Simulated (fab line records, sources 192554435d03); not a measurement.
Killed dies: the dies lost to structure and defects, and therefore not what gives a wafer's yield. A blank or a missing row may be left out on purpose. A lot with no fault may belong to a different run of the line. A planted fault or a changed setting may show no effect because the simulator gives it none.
fab line records	flow n5_finfet
record lots=6	wafers=18	last_day=18
route steps=1938 shown BEOL_M3@982 BEOL_M4@1111 PASSIVATION@1936
lots untouched by any fault: they come from a run of this same line in which no faults occurred
start_h: hours from the record's first day to the start of the lot's first wafer shown	wait_h: how many hours have passed since the lot's step before this one	" identical to the entry in the row above	L1.1+2: a single row standing in for several wafers	- no value, or no start was given	* or withheld: withheld	< > ~ a bound
route shown NAME@n: NAME is a module with steps in the file, n the number in the route of the first one	usual: mean/standard deviation taken from wafers without a fault	same: alike in all rows	chamber/n: place in a boat	sites: each site's reading	_std_site: the standard deviation of these	_edge_site: the outer-site mean with the inner-site mean subtracted	radius_mm: for every site, how far away it sits from the centre of the wafer	mask NAME#n: copy n	behind: the tool/chamber that last shaped the wafer	hold: cause of the lot's hold/its duration in hours/its outcome	device: which transistor (n, p or np) failed to switch	end of line: the same wafers' tests at the end of the route	a step given without rows: its recipe and nothing more	killed: dies lost to structure and defects at the first sort, not the wafer's yield	map: a wafer's dies, x killed, . not, _ none there
set.NAME: the run value of the setting; set.NAME@STEP: its run value at that earlier step	model.NAME: the simulator's own value behind a step, which no gauge read
lots at selected steps of the route; one table per step, one row per wafer
services: from which hour (start_h, from the record's first day; less than 0 if before it) a tool's chamber was out of use, for how many hours, and why
## steps
# step N5_BEOL_M3_STRIP_97
# recipe chemistry=N2/H2	time_s=10	power_w=450	temp_c=40	pressure_mtorr=20	rf_frequency_hz=6e+07	bias_power_w=7	n2_flow_sccm=200	h2_flow_sccm=200
# usual drypump_motor_current_A=5.7/0.34	n2_flow_sccm=200.0/0.59	oes_product_au=0.79/0.094	rf_vpp_V=59.1/0.88	showerhead_plenum_p_Torr=2.55/0.068	throttle_valve_pct=23.52/0.22
lot.wafer	tool	chamber	start_h	wait_h	drypump_motor_current_A	n2_flow_sccm	oes_product_au	rf_hours_counter_h	rf_vpp_V	showerhead_plenum_p_Torr	throttle_valve_pct
L311.1	rie_diel-05	3	-	-	5.6	199.2	0.68	212	58.5	2.51	23.47
L311.4	"	2	"	"	5.9	200.9	0.71	211	60.1	2.51	23.54
L311.6	"	0	"	"	5.4	199.7	0.92	-	60.3	2.71	23.49
L318.2	rie_diel-04	2	-	-	6.2	199.9	0.88	37	58.9	2.49	23.13
L318.5	"	1	"	"	6.3	199.2	0.69	-	60.1	2.60	23.67
L318.6	"	3	"	"	5.9	201.2	0.97	-	59.3	2.61	23.57
L327.4	rie_diel-05	0	-	-	5.4	199.7	0.86	47	59.9	2.69	23.50
L327.5	"	3	"	"	5.6	200.4	0.67	-	58.7	2.50	23.47
L327.6	"	0	"	"	5.4	200.0	0.86	-	61.0	2.69	23.53
L326.4	rie_diel-04	3	-	-	5.9	199.1	0.90	-	59.7	2.60	23.63
L326.5	"	0	"	"	5.7	199.4	0.94	-	60.6	2.61	23.51
L326.6	"	2	"	"	6.2	199.3	0.84	-	59.0	2.48	23.16
L330.1	rie_diel-04	3	-	-	5.9	199.8	0.90	28	59.5	2.59	23.62
L330.5	"	2	"	"	6.2	199.7	0.83	-	59.9	2.48	23.17
L330.6	"	0	"	"	5.6	199.4	0.94	-	57.7	2.61	23.50
L332.1	rie_diel-01	0	-	-	5.3	200.3	0.79	98	58.6	2.54	23.49
L332.3	"	0	"	"	5.3	200.3	0.79	-	58.9	2.54	23.49
L332.6	"	0	"	"	5.3	199.8	0.79	-	59.4	2.54	23.49
# step N5_BEOL_M3_OCD_MEAS_38
# usual trench_depth_nm=55.2/1
lot.wafer	tool	chamber	start_h	wait_h	trench_depth_nm
L311.1	ocd-02	-	176.05	-	53.7
L311.4	"	-	"	"	54.1
L311.6	"	-	"	"	54.2
L318.2	ocd-02	-	213.77	-	56.3
L318.5	"	-	"	"	55.7
L318.6	"	-	"	"	55.4
L327.4	ocd-02	-	262.93	-	54.6
L327.5	"	-	"	"	53.1
L327.6	"	-	"	"	56.0
L326.4	ocd-02	-	266.95	-	55.4
L326.5	"	-	"	"	55.9
L326.6	"	-	"	"	57.8
L330.1	ocd-02	-	284.29	-	54.9
L330.5	"	-	"	"	56.7
L330.6	"	-	"	"	56.2
L332.1	ocd-02	-	288.04	-	55.2
L332.3	"	-	"	"	55.1
L332.6	"	-	"	"	54.8
# step N5_BEOL_M3_HM_STRIP_39
# recipe chemistry=peroxide_tin_strip	material=TiN	target_depth_a=250	temp_c=50	time_s=158
# step N5_BEOL_M3_SRD_40
# recipe time_s=30	temp_c=23	rinse_liquid=diw	dry=ipa_marangoni
# step N5_BEOL_M3_PRECLEAN_42
# recipe chemistry=residue_remover	time_s=60	temp_c=40
# step N5_BEOL_M3_SRD_43
# recipe time_s=30	temp_c=23	rinse_liquid=diw	dry=ipa_marangoni
# step N5_BEOL_M3_CD_MEAS_35
# recipe target_cd_nm=18	target_cd_y_nm=21	polarity=opening
# usual cd_nm=18.1/0.35
lot.wafer	tool	chamber	start_h	wait_h	cd_nm
L311.1	cd_sem-01	-	176.21	0.0	17.9
L311.4	"	-	"	"	18.1
L311.6	"	-	"	"	18.4
L318.2	cd_sem-03	-	213.93	0.0	17.7
L318.5	"	-	"	"	17.6
L318.6	"	-	"	"	18.3
L327.4	cd_sem-03	-	263.08	0.0	18.5
L327.5	"	-	"	"	17.9
L327.6	"	-	"	"	18.8
L326.4	cd_sem-03	-	267.11	0.0	18.2
L326.5	"	-	"	"	17.5
L326.6	"	-	"	"	17.8
L330.1	cd_sem-02	-	284.44	0.0	18.4
L330.5	"	-	"	"	18.6
L330.6	"	-	"	"	18.0
L332.1	cd_sem-03	-	288.20	0.0	18.3
L332.3	"	-	"	"	17.9
L332.6	"	-	"	"	18.6
# step N5_BEOL_M3_DEGAS_44
# recipe ambient=vacuum	temp_c=250	time_s=60
# usual heater_power_w=343/38
lot.wafer	tool	chamber	start_h	wait_h	heater_power_w
L311.1	pvd_sputter-03	-	176.46	0.3	350
L311.4	"	-	"	"	357
L311.6	"	-	"	"	312
L318.2	pvd_sputter-01	-	214.15	0.2	356
L318.5	"	-	"	"	381
L318.6	"	-	"	"	336
L327.4	pvd_sputter-01	-	263.38	0.3	377
L327.5	"	-	"	"	377
L327.6	"	-	"	"	344
L326.4	pvd_sputter-01	-	267.98	0.9	336
L326.5	"	-	"	"	342
L326.6	"	-	"	"	388
L330.1	pvd_sputter-03	-	284.65	0.2	321
L330.5	"	-	"	"	364
L330.6	"	-	"	"	322
L332.1	pvd_sputter-03	-	289.08	0.9	293
L332.3	"	-	"	"	361
L332.6	"	-	"	"	307
# step N5_BEOL_M3_PRE_CLEAN_45
# recipe gas=H2/He	time_s=30	temp_c=250
# usual heater_power_w=343/37
lot.wafer	tool	chamber	start_h	wait_h	heater_power_w
L311.1	pvd_sputter-03	-	176.50	0.0	356
L311.4	"	-	"	"	363
L311.6	"	-	"	"	317
L318.2	pvd_sputter-01	-	214.19	0.0	362
L318.5	"	-	"	"	376
L318.6	"	-	"	"	339
L327.4	pvd_sputter-01	-	263.42	0.0	388
L327.5	"	-	"	"	374
L327.6	"	-	"	"	338
L326.4	pvd_sputter-01	-	268.02	0.0	331
L326.5	"	-	"	"	339
L326.6	"	-	"	"	377
L330.1	pvd_sputter-03	-	284.69	0.0	310
L330.5	"	-	"	"	365
L330.6	"	-	"	"	309
L332.1	pvd_sputter-03	-	289.12	0.0	295
L332.3	"	-	"	"	361
L332.6	"	-	"	"	317
# step N5_BEOL_M3_ALD_84
# recipe material=TaN	target_thk_a=*	temp_c=275	ald_precursor_family=PDMAT	ald_co_reactant=NH3	pressure_torr=3	carrier_flow_sccm=1500	pulse_time_s=2	purge_time_s=3	co_reactant_purge_time_s=2	co_reactant_pulse_time_s=3	ald_cycles=30	precursor_vessel_temp_c=75	precursor_vessel_pressure_torr=26.25	precursor_vessel_carrier_sccm=1000
# usual heater_power_w=444/52	mfc_carrier_sccm=1500/4.2
# same pulse_time_s=2
lot.wafer	tool	chamber	start_h	wait_h	heater_power_w	mfc_carrier_sccm
L311.1	ald_metal-02	0	176.57	0.0	394	1502
L311.4	"	3	"	"	432	1502
L311.6	"	2	"	"	410	1506
L318.2	ald_metal-03	1	214.25	0.0	487	1504
L318.5	"	2	"	"	381	1498
L318.6	"	1	"	"	486	1496
L327.4	ald_metal-02	1	263.50	0.1	451	1504
L327.5	"	2	"	"	416	1497
L327.6	"	3	"	"	420	1502
L326.4	ald_metal-03	0	268.22	0.2	365	1507
L326.5	"	3	"	"	443	1500
L326.6	"	0	"	"	363	1497
L330.1	ald_metal-01	1	284.75	0.0	526	1504
L330.5	"	0	"	"	509	1498
L330.6	"	1	"	"	521	1503
L332.1	ald_metal-01	0	289.25	0.1	510	1494
L332.3	"	1	"	"	509	1494
L332.6	"	2	"	"	421	1498
# step N5_BEOL_M3_SURFACE_TREAT_85
# recipe gas=Ar	time_s=*	ion_energy_ev=*	ion_current_ma_cm2=0.5	pressure_mtorr=*	ar_flow_sccm=30
# step N5_BEOL_M3_CVD_47
# recipe material=Co	target_thk_a=30	temp_c=withheld	precursor=CCTBA/H2	pressure_torr=30	time_s=223.8
# step N5_BEOL_M3_SPUTTER_48
# recipe material=Cu	target_thk_a=45	temp_c=-20	chamber_pressure_pa=0.07	power_w=withheld	time_s=8.29
# usual chamber_pressure_pa=0.06999/0.00013	chuck_gas_flow_sccm=1.27/0.054	throttle_valve_pct=29.6/1.2
lot.wafer	tool	chamber	start_h	wait_h	chamber_pressure_pa	chuck_gas_flow_sccm	throttle_valve_pct
L311.1	pvd_sputter-02	-	177.20	0.1	0.07025	1.25	30.9
L311.4	"	-	"	"	0.07013	1.32	31.3
L311.6	"	-	"	"	0.07018	1.21	31.3
L318.2	pvd_sputter-01	-	216.37	0.1	0.06996	1.13	30.9
L318.5	"	-	"	"	0.06977	1.28	28.4
L318.6	"	-	"	"	0.07005	1.29	30.8
L327.4	pvd_sputter-03	-	264.14	0.0	-	-	-
L327.5	"	-	"	"	-	-	-
L327.6	"	-	"	"	-	-	-
L326.4	pvd_sputter-02	-	269.11	0.0	-	-	-
L326.5	"	-	"	"	-	-	-
L326.6	"	-	"	"	-	-	-
L330.1	pvd_sputter-01	-	285.33	0.1	0.06996	1.38	29.9
L330.5	"	-	"	"	0.07021	1.25	31.0
L330.6	"	-	"	"	0.06999	1.22	28.5
L332.1	pvd_sputter-03	-	289.92	0.2	0.06997	1.32	30.2
L332.3	"	-	"	"	0.07008	1.28	30.3
L332.6	"	-	"	"	0.06993	1.28	30.6
# step N5_BEOL_M3_ANNEAL_49
# recipe temp_c=400	time_s=240	ambient=vacuum
# usual heater_power_w=858/91
lot.wafer	tool	chamber	start_h	wait_h	heater_power_w
L311.1	pvd_sputter-02	-	177.28	0.0	787
L311.4	"	-	"	"	947
L311.6	"	-	"	"	921
L318.2	pvd_sputter-01	-	216.45	0.0	934
L318.5	"	-	"	"	900
L318.6	"	-	"	"	931
L327.4	pvd_sputter-03	-	264.22	0.0	890
L327.5	"	-	"	"	901
L327.6	"	-	"	"	797
L326.4	pvd_sputter-02	-	269.19	0.0	894
L326.5	"	-	"	"	1047
L326.6	"	-	"	"	785
L330.1	pvd_sputter-01	-	285.41	0.0	791
L330.5	"	-	"	"	964
L330.6	"	-	"	"	818
L332.1	pvd_sputter-03	-	290.00	0.0	903
L332.3	"	-	"	"	884
L332.6	"	-	"	"	893
# step N5_BEOL_M4_RC_MEAS_101
# usual DIBL_N=36.0/1.9	DIBL_P=36.0/2.1	IOFF_N=0.155/0.029	IOFF_P=0.20/0.032	ION_N=672/11	ION_P=461/6.9	SS_N=71.5/0.58	SS_P=73.2/0.64	VT_N=250.4/2.9	VT_P=-251.0/2.8
lot.wafer	tool	chamber	start_h	wait_h	DIBL_N[mV/V]	DIBL_P[mV/V]	IOFF_N[nA/um]	IOFF_P[nA/um]	ION_N[uA/um]	ION_P[uA/um]	SS_N[mV/dec]	SS_P[mV/dec]	VT_N[mV]	VT_P[mV]
L311.1	prober-01	0	187.06	0.0	36.1	36.3	0.174	0.23	690	476	72.4	73.1	246.6	-248.7
L311.4	"	0	"	"	34.4	34.7	0.150	0.21	684	469	71.1	72.3	249.3	-247.0
L311.6	"	0	"	"	34.0	34.5	0.143	0.21	675	465	71.5	72.9	249.5	-247.9
L318.2	prober-01	0	241.12	0.2	32.8	32.3	0.099	0.15	644	448	70.2	72.5	257.9	-254.0
L318.5	"	0	"	"	33.4	34.6	0.123	0.18	667	461	71.1	73.8	251.8	-251.1
L318.6	"	0	"	"	34.1	34.3	0.123	0.17	651	454	72.0	72.1	256.5	-250.7
L327.4	prober-02	0	284.41	0.5	38.2	40.0	0.201	0.27	676	464	71.9	74.5	245.8	-249.1
L327.5	"	0	"	"	35.0	36.1	0.141	0.20	674	467	71.2	73.0	250.2	-248.6
L327.6	"	0	"	"	39.1	39.4	0.211	0.25	679	462	72.5	74.7	246.1	-246.8
L326.4	prober-01	0	285.65	0.5	34.1	35.4	0.123	0.16	668	456	71.3	72.9	253.4	-256.1
L326.5	"	0	"	"	35.9	37.6	0.153	0.19	677	465	71.7	73.3	248.6	-254.5
L326.6	"	0	"	"	33.2	34.1	0.113	0.15	664	459	71.1	73.1	254.9	-258.0
L332.1	prober-01	0	311.35	0.0	35.8	33.2	0.143	0.18	661	453	71.0	73.1	250.2	-253.6
L332.3	"	0	"	"	37.8	36.0	0.173	0.22	665	453	72.0	74.1	247.7	-250.3
L332.6	"	0	"	"	38.5	37.5	0.198	0.25	685	465	72.1	74.3	247.6	-248.4
L330.1	prober-02	0	311.89	0.0	34.8	34.8	0.151	0.21	676	463	71.3	72.6	251.0	-250.0
L330.5	"	0	"	"	33.5	33.6	0.134	0.19	677	468	71.2	72.5	252.4	-247.9
L330.6	"	0	"	"	33.5	33.8	0.130	0.18	673	463	71.0	71.8	253.3	-252.4
# step N5_PASSIVATION_PROBE_49
# usual defect_limited_yield=91.0/1.5	killed_at_M0_to_M3=33/9.4	killed_at_M4_up=14/4.8	killed_at_contacts=13/7.3	killed_at_front_end=43/13	killed_at_other=3.6/2.9	killed_dies=106/18	killed_open=69/13	killed_short=35/8.2	sort_bin_5_function=5.3/1	sort_bin_6_memory=3.3/0.68	sort_bin_8_speed=0.01/0.027	sort_n_pass=1074/18	sort_yield_pct=91.0/1.5
# same gross_dies=1180	killed_at_back_side=0	sort_bin_4_leakage[%]=0
lot.wafer	tool	chamber	start_h	wait_h	defect_limited_yield[%]	killed_at_M0_to_M3	killed_at_M4_up	killed_at_contacts	killed_at_front_end	killed_at_other	killed_dies	killed_open	killed_short	sort_bin_5_function[%]	sort_bin_6_memory[%]	sort_bin_8_speed[%]	sort_n_pass	sort_yield_pct[%]
L311.1	prober-02	-	290.21	0.0	90.0	41	17	4	55	1	118	81	37	6.4	3.3	0	1062	90.0
L311.4	prober-02	-	290.36	0.2	90.3	41	7	24	42	0	114	76	37	5.3	4.2	0	1066	90.3
L311.6	prober-02	-	290.46	0.3	90.8	38	15	17	36	2	108	68	36	5.0	3.5	0	1072	90.8
L326.4	prober-02	-	388.53	0.2	92.3	39	10	7	31	4	91	59	20	5.3	2.5	0	1089	92.3
L326.5	prober-02	-	388.58	0.2	89.7	52	16	11	40	3	122	78	28	6.0	4.0	0	1058	89.7
L326.6	prober-02	-	388.63	0.3	90.2	46	23	6	35	6	116	69	33	5.7	4.0	0	1064	90.2
L327.4	prober-01	-	390.33	0.2	90.6	39	9	13	48	2	111	61	37	5.8	3.3	0	1069	90.6
L327.5	prober-01	-	390.38	0.2	90.3	37	18	24	32	3	114	68	32	4.9	4.3	0	1066	90.3
L327.6	prober-01	-	390.43	0.3	91.4	36	9	5	49	3	102	55	31	5.3	2.9	0	1078	91.4
L332.1	prober-01	-	415.81	0.0	89.5	52	17	25	25	5	124	81	38	6.4	3.4	0	1056	89.5
L332.3	prober-01	-	415.91	0.1	87.4	49	18	24	55	3	149	93	54	8.1	3.9	0	1031	87.4
L332.6	prober-01	-	416.06	0.3	90.3	37	14	12	42	10	115	82	33	6.4	3.3	0	1065	90.3
# killed by level:class
L311.1 BEOL_M2:geometric_particle:open=11 GATE_CUT:geometric_particle:open=9 BEOL_M0_SAQP:geometric_particle:short=9 BEOL_M1:geometric_particle:open=9 BEOL_M5:geometric_particle:open=9 FIN_SAQP:geometric_particle:short=8 STI_FIN_REVEAL:geometric_particle:open=8 GATE_CUT:geometric_particle:short=6
L311.4 MOL_CONTACT_COAG:geometric_particle:open=22 STI_FIN_REVEAL:geometric_particle:open=11 BEOL_M2:geometric_particle:open=11 GATE_CUT:geometric_particle:short=9 DUMMY_GATE:geometric_particle:open=6 BEOL_M1:geometric_particle:short=6 BEOL_M2:geometric_particle:short=6 STI_FIN_REVEAL:geometric_particle:short=4
L311.6 MOL_CONTACT_COAG:geometric_particle:open=11 BEOL_M2:geometric_particle:open=9 GATE_CUT:geometric_particle:short=8 BEOL_M0_SAQP:geometric_particle:open=8 FIN_SAQP:geometric_particle:open=7 MOL_CONTACT_COAG:geometric_particle:short=6 GATE_CUT:geometric_particle:open=5 BEOL_M1:geometric_particle:open=5
L326.4 STI_FIN_REVEAL:geometric_particle:open=11 BEOL_M3:interface_void_opened=10 BEOL_M3:geometric_particle:open=8 BEOL_M0_SAQP:geometric_particle:short=6 BEOL_M0_SAQP:geometric_particle:open=6 BEOL_M2:geometric_particle:open=6 MOL_CONTACT_COAG:geometric_particle:open=5 FIN_SAQP:geometric_particle:open=4
L326.5 BEOL_M3:interface_void_opened=13 MOL_CONTACT_COAG:geometric_particle:open=10 BEOL_M2:geometric_particle:open=9 BEOL_M4:geometric_particle:open=8 BEOL_M0_SAQP:geometric_particle:open=8 BEOL_M0_SAQP:geometric_particle:short=7 FIN_SAQP:geometric_particle:open=6 STI_FIN_REVEAL:geometric_particle:open=6
L326.6 BEOL_M3:interface_void_opened=12 FIN_SAQP:geometric_particle:open=10 BEOL_M4:geometric_particle:open=10 STI_FIN_REVEAL:geometric_particle:open=8 BEOL_M0_SAQP:geometric_particle:short=8 BEOL_M3:geometric_particle:open=8 BEOL_M0_SAQP:geometric_particle:open=6 MOL_CONTACT_COAG:geometric_particle:open=5
L327.4 STI_FIN_REVEAL:geometric_particle:open=15 FIN_SAQP:geometric_particle:short=13 BEOL_M3:interface_void_opened=12 MOL_CONTACT_COAG:geometric_particle:open=11 BEOL_M0_SAQP:geometric_particle:open=10 GATE_CUT:geometric_particle:short=6 BEOL_M0_SAQP:geometric_particle:short=4 BEOL_M0:geometric_particle:open=4
L327.5 MOL_CONTACT_COAG:geometric_particle:open=18 BEOL_M3:interface_void_opened=13 FIN_SAQP:geometric_particle:open=9 FIN_SAQP:geometric_particle:short=8 BEOL_M0_SAQP:geometric_particle:short=8 BEOL_M0_SAQP:geometric_particle:open=7 MOL_CONTACT_COAG:geometric_particle:short=6 BEOL_M0:geometric_particle:open=6
L327.6 STI_FIN_REVEAL:geometric_particle:open=26 BEOL_M3:interface_void_opened=15 STI_FIN_REVEAL:geometric_particle:short=8 BEOL_M0_SAQP:geometric_particle:open=5 FIN_SAQP:geometric_particle:short=4 MOL_CONTACT_COAG:geometric_particle:open=4 BEOL_M1:geometric_particle:open=4 ILD0:geometric_particle:short=3
L332.1 MOL_CONTACT_COAG:geometric_particle:open=19 BEOL_M2:geometric_particle:open=14 BEOL_M3:geometric_particle:open=10 BEOL_M3:geometric_particle:short=7 FIN_SAQP:geometric_particle:open=6 MOL_CONTACT_COAG:geometric_particle:short=6 BEOL_M1:geometric_particle:open=6 BEOL_M4:geometric_particle:open=6
L332.3 FIN_SAQP:geometric_particle:short=20 STI_FIN_REVEAL:geometric_particle:open=17 MOL_CONTACT_COAG:geometric_particle:open=17 BEOL_M3:geometric_particle:open=16 BEOL_M2:geometric_particle:open=8 FIN_SAQP:geometric_particle:open=7 MOL_CONTACT_COAG:geometric_particle:short=7 BEOL_M0_SAQP:geometric_particle:short=7
L332.6 STI_FIN_REVEAL:geometric_particle:open=9 MOL_CONTACT_COAG:geometric_particle:open=9 BEOL_M2:geometric_particle:open=9 BEOL_M3:geometric_particle:open=9 FIN_SAQP:geometric_particle:open=8 BEOL_M4:geometric_particle:open=7 STARTING-WAFER:geometric_particle:open=7 FIN_SAQP:geometric_particle:short=5
## services
tool	chamber	start_h	hours	kind
pvd_sputter-03	-	164.10	7.1	repair
ald_metal-01	-	183.99	0.9	repair
rie_diel-04	3	184.80	-	clean
rie_diel-04	3	184.80	-	consumable_replace:focus_ring
rie_diel-04	3	184.80	21.8	scheduled_down
rie_diel-04	3	184.80	21.8	vent_cycle
ald_metal-03	-	187.71	1.8	repair
rie_diel-05	3	190.29	7.9	repair
rie_diel-01	1	194.00	11.3	repair
rie_diel-01	0	197.51	3.7	repair
ald_metal-02	3	197.98	17.2	repair
ald_metal-02	1	219.92	10.1	repair
ald_metal-02	-	224.23	4.3	pm
rie_diel-01	3	226.04	5.8	repair
rie_diel-01	2	236.17	32.3	repair
rie_diel-01	-	236.82	0.8	repair
rie_diel-04	1	253.83	13.9	repair
ald_metal-03	1	258.07	3.2	repair
ald_metal-01	-	269.73	8.7	pm
ald_metal-03	-	274.25	28.1	pm
rie_diel-01	1	279.30	8.4	repair
rie_diel-01	3	286.15	4.1	repair
rie_diel-04	3	287.19	4.6	repair
pvd_sputter-02	-	288.76	8.9	repair
## key
first_sign step=N5_BEOL_M3_SPUTTER_48	reading=tool_record	direction=missing
effect none on later readings
met_at N5_BEOL_M3_SPUTTER_48
struck_wafers L326.4,L326.5,L326.6,L327.4,L327.5,L327.6
onset_between 177.20 264.14
fault kind=skipped_step_whole	tool=pvd_sputter-02,pvd_sputter-03	chamber=-	onset_h=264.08	steps=N5_BEOL_M3_SPUTTER_48	scope=struck_lots_only
